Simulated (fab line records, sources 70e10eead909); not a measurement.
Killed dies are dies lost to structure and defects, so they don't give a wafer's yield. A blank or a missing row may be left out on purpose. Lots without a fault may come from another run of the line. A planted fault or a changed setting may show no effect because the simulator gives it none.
Chamber matching | flow nand_harc | NHARC_A_STAIRCASE_CMP_472 on cmp-02: 4 sister chambers
The step polishes SiO2. 8 wafers are shown with their chamber, then 9 later ones without.

WAFERS WITH THEIR CHAMBER
wafer  | chamber | motor_current_A (A)
L076.4 | 0       | 13.0
L082.5 | 2       | 11.4
L083.2 | 3       | 12.2
L083.4 | 1       | 12.0
L083.6 | 2       | 11.9
L088.1 | 3       | 12.3
L088.5 | 0       | 13.2
L088.6 | 1       | 11.5

WAFERS WITHOUT THEIR CHAMBER
wafer  | motor_current_A (A)
L093.1 | 12.6
L093.2 | 12.0
L093.4 | 12.6
L097.1 | 12.7
L097.2 | 11.6
L097.3 | 12.9
L097.4 | 11.5
L097.5 | 11.6
L097.6 | 12.9

WHICH CHAMBER EACH WENT THROUGH
wafer  | from the rows above          | in truth
L093.1 | can't be placed: 3 or 0 or 1 | 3
L093.2 | can't be placed: 1 or 3 or 2 | 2
L093.4 | can't be placed: 3 or 0 or 1 | 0
L097.1 | can't be placed: 0 or 3      | 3
L097.2 | can't be placed: 2 or 1      | 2
L097.3 | can't be placed: 0 or 3      | 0
L097.4 | can't be placed: 2 or 1      | 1
L097.5 | can't be placed: 2 or 1      | 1
L097.6 | can't be placed: 0 or 3      | 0
Placed correctly: 0 of 9. Can't be placed from these rows: 9 (the true chamber is among the candidates in 9). Placed wrongly: 0.
How it was worked out, from the rows above alone: a wafer's distance from a chamber is the root of the sum, over the readings, of the square of ((its reading less the chamber's mean) divided by the reading's scatter). The wafer belongs to the nearest chamber; if the next one is less than 2 further off, it can't be placed. A chamber's mean is the mean of its shown wafers. The scatter: the root of (the sum of the squares of (reading less its chamber's mean) over the shown wafers, divided by (wafers less chambers)).
